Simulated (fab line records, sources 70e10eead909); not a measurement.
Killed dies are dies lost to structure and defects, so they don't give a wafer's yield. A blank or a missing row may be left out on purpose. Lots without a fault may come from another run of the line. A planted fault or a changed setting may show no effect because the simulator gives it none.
fab line records | flow nand_harc
record lots=6 wafers=18 last_day=33
route steps=1302 shown A_M1@1201 A_BONDPAD@1202
lots that met no fault: from a run of the same line without faults
start_h: hours from the record's first day to the start of the lot's first wafer shown | wait_h: hours since the lot's step before | " the same as in the row above | L1.1+2: a row that stands for several wafers | - no value, or no start given | * or withheld: withheld | < > ~ a bound
route shown NAME@n: a module of which the file shows steps, and the number in the route of the first | usual: mean/standard deviation of fault-free wafers | same: alike in all rows | chamber/n: place in a boat | sites: the reading at each site | _std_site: their standard deviation | _edge_site: outer sites' mean less inner sites' | radius_mm: how far each site lies from the wafer's centre | mask NAME#n: copy n | behind: the tool/chamber that last shaped the wafer | hold: why the lot was held/for how many hours/how that ended | device: the transistor (n, p or np) that didn't switch | end of line: the same wafers' tests at the end of the route | a step without rows: its recipe alone | killed: dies lost to structure and defects at the first sort, not the wafer's yield | map: a wafer's dies, x killed, . not, _ none there
set.NAME: the setting as run; set.NAME@STEP: as run at that earlier step | model.NAME: the simulator's own value behind a step, which no gauge read
lots at some steps of the route; a table a step, a row a wafer
services: from which hour (start_h, from the record's first day; less than 0 if before it) a tool's chamber was out of use, for how many hours, and why
## steps
# step NHARC_A_M1_DEP_33
# recipe target_thk_a=300 temp_c=370 target_thk_nm=30 pressure_torr=3 flow_sccm=200 rf_w=450 material=SiCN
# usual chamber_pressure_Torr=3.001/0.0066 heater_power_w=617/62
# columns lot.wafer tool chamber start_h wait_h chamber_pressure_Torr heater_power_w
L682.3 pecvd-04 1 601.73 0.1 3.000 727
L682.4 " 2 " " 3.005 639
L682.6 " 0 " " 3.002 622
L687.2 pecvd-04 0 649.54 0.1 3.001 680
L687.5 " 0 " " 3.017 681
L687.4 " 2 " " 2.997 554
L686.3 pecvd-02 1 660.00 0.1 3.000 604
L686.6 " 0 " " 3.006 575
L686.4 " 1 " " 2.998 593
L692.2 pecvd-04 1 703.26 0.1 3.011 663
L692.6 " 0 " " 2.996 562
L692.5 " 1 " " 3.009 666
L695.1 pecvd-02 0 729.91 0.1 2.995 586
L695.2 " 2 " " 2.998 617
L695.5 " 2 " " 3.003 630
L698.1 pecvd-04 1 750.81 0.1 3.005 590
L698.4 " 0 " " 3.003 601
L698.6 " 2 " " 3.003 642
# step NHARC_A_BONDPAD_DEP_00
# recipe target_thk_a=2500 temp_c=370 target_thk_nm=250 pressure_torr=3 flow_sccm=200 rf_w=450 material=SiCN
# usual chamber_pressure_Torr=3.000/0.0065 heater_power_w=581/56
# columns lot.wafer tool chamber start_h wait_h chamber_pressure_Torr heater_power_w
L682.3 pecvd-03 0 602.37 - 3.001 574
L682.4 " 2 " " 3.008 611
L682.6 " 0 " " 3.003 592
L687.2 pecvd-03 0 650.14 - 2.991 619
L687.5 " 2 " " 2.994 536
L687.4 " 1 " " 3.000 566
L686.3 pecvd-04 0 660.54 - 3.010 619
L686.4 " 2 " " 3.013 635
L686.6 " 1 " " 3.004 663
L692.2 pecvd-03 2 703.86 - 3.000 616
L692.5 " 1 " " 2.995 482
L692.6 " 2 " " 2.990 600
L695.1 pecvd-04 1 730.46 - 3.006 662
L695.2 " 2 " " 3.000 609
L695.5 " 0 " " 3.004 669
L698.1 pecvd-03 1 751.41 - 2.991 560
L698.4 " 0 " " 3.000 546
L698.6 " 1 " " 2.995 578
# step NHARC_A_BONDPAD_CMP_29
# recipe target_thk_nm=200 material=SiCN
# usual motor_current_A=12.0/0.96
# columns lot.wafer tool chamber start_h wait_h motor_current_A
L682.3 cmp-03 3 602.71 - 12.9
L682.4 " 0 " " 12.9
L682.6 " 2 " " 12.0
L687.4 cmp-04 0 650.55 - 10.7
L687.2 " 1 " " 10.9
L687.5 " 2 " " 13.0
L686.4 cmp-03 2 660.93 - 12.1
L686.3 " 0 " " 13.0
L686.6 " 2 " " 11.6
L692.2 cmp-03 3 704.25 - 12.0
L692.5 " 0 " " 12.4
L692.6 " 1 " " 11.8
L695.2 cmp-01 3 730.89 - 10.2
L695.1 " 0 " " 14.0
L695.5 " 2 " " 13.5
L698.4 cmp-03 2 751.73 - 12.4
L698.1 " 3 " " 12.5
L698.6 " 2 " " 11.9
# step NHARC_A_BONDPAD_THK_MEAS_30
# recipe thk_meas_gauge=ellipsometry
# usual thk_nm=199.9/1.3
# columns lot.wafer tool chamber start_h wait_h thk_nm
L682.3 film_metro-01 - 602.94 0.2 199.7
L682.4 " - " " 198.3
L682.6 " - " " 200.8
L687.2 film_metro-01 - 650.75 0.2 198.3
L687.4 " - " " 199.9
L687.5 " - " " 199.0
L686.3 film_metro-02 - 661.16 0.2 197.5
L686.4 " - " " 199.5
L686.6 " - " " 202.2
L692.2 film_metro-02 - 704.42 0.2 196.6
L692.5 " - " " 198.3
L692.6 " - " " 199.2
L695.1 film_metro-01 - 731.12 0.2 202.0
L695.2 " - " " 198.9
L695.5 " - " " 199.2
L698.1 film_metro-02 - 751.97 0.2 199.6
L698.4 " - " " 202.2
L698.6 " - " " 198.0
# step NHARC_A_BONDPAD_SRD_31
# step NHARC_A_BONDPAD_DEHYDRATE_01
# recipe temp_c=150 time_s=120
# step NHARC_A_BONDPAD_HMDS_02
# recipe time_s=30
# step NHARC_A_BONDPAD_COAT_33
# recipe temp_c=200 time_s=65
# step NHARC_A_BONDPAD_COAT_03
# recipe spin_rpm=2000 resist_thk_nm=600
# step NHARC_A_BONDPAD_SOFTBAKE_04
# recipe temp_c=125 time_s=70
# step NHARC_A_BONDPAD_EBR_05
# step NHARC_A_BONDPAD_EXPOSE_06
# recipe na=0.55 dose_mj=36.99 mask_id=A_BPAD
# step NHARC_A_BONDPAD_PEB_07
# recipe peb_temp_c=128 peb_time_s=80
# usual chill_plate_temp_C=22.99/0.1 exhaust_pa=45.1/0.88
# columns lot.wafer tool chamber start_h wait_h chill_plate_temp_C exhaust_pa
L682.3 litho_track-02 0 603.42 0.1 23.04 47.4
L682.4 " 0 " " 22.87 43.4
L682.6 " 0 " " 22.96 47.0
L687.2 litho_track-07 - 651.23 0.1 - -
L687.4 " - " " - -
L687.5 " - " " - -
L686.3 litho_track-02 - 661.51 0.1 - -
L686.4 " - " " - -
L686.6 " - " " - -
L692.2 litho_track-07 0 704.78 0.1 23.03 45.8
L692.5 " 0 " " 22.81 44.7
L692.6 " 0 " " 22.98 44.3
L695.1 litho_track-02 0 731.48 0.1 22.99 45.2
L695.2 " 0 " " 23.23 45.9
L695.5 " 0 " " 23.10 44.8
L698.1 litho_track-03 0 752.33 0.1 22.84 43.7
L698.4 " 0 " " 23.05 44.0
L698.6 " 0 " " 23.15 43.9
# step NHARC_A_BONDPAD_DEVELOP_08
# recipe time_s=50 dev_temp_c=22
## services
# columns tool chamber start_h hours kind
pecvd-04 - 578.11 1.8 repair
cmp-01 - 579.10 4.0 pm
pecvd-02 - 589.44 13.0 pm
litho_track-07 - 601.00 7.0 pm
cmp-04 - 604.06 4.0 pm
cmp-01 - 606.66 0.7 repair
cmp-04 - 623.56 0.8 repair
litho_track-03 - 625.00 7.0 pm
cmp-01 - 625.58 0.6 repair
pecvd-04 - 631.49 13.0 pm
pecvd-04 0 631.49 13.0 vent_cycle
pecvd-04 1 631.49 13.0 vent_cycle
cmp-01 - 653.62 1.1 repair
cmp-03 - 662.45 4.0 pm
cmp-03 - 672.80 1.4 repair
cmp-01 - 677.02 0.3 repair
cmp-04 - 702.06 4.0 pm
cmp-01 - 705.74 2.6 repair
pecvd-04 - 716.00 1.4 repair
pecvd-03 - 724.57 2.1 repair
cmp-03 - 727.66 2.6 repair
pecvd-03 - 728.00 13.0 pm
cmp-04 - 733.20 2.0 repair
litho_track-02 - 752.00 7.0 pm
## key
first_sign step=NHARC_A_BONDPAD_PEB_07 reading=tool_record direction=missing
effect none on later readings
met_at NHARC_A_BONDPAD_PEB_07
struck_wafers L686.3,L686.4,L686.6,L687.2,L687.4,L687.5
later_rows_left_out L686.3,L686.4,L686.6,L687.2,L687.4,L687.5
sort_left_out L686.3,L686.4,L686.6,L687.2,L687.4,L687.5
onset_between 603.42 651.23
fault kind=skipped_step_whole tool=litho_track-02,litho_track-07 chamber=- onset_h=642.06 steps=NHARC_A_BONDPAD_PEB_07 scope=struck_lots_only
# sort_left_out: the simulated sort isn't trusted on such a fault, so these wafers' sort isn't shown, and their yield isn't known
# later_rows_left_out: the simulator's readings of these wafers behind a module that went badly wrong aren't trusted and aren't shown, but for the sort
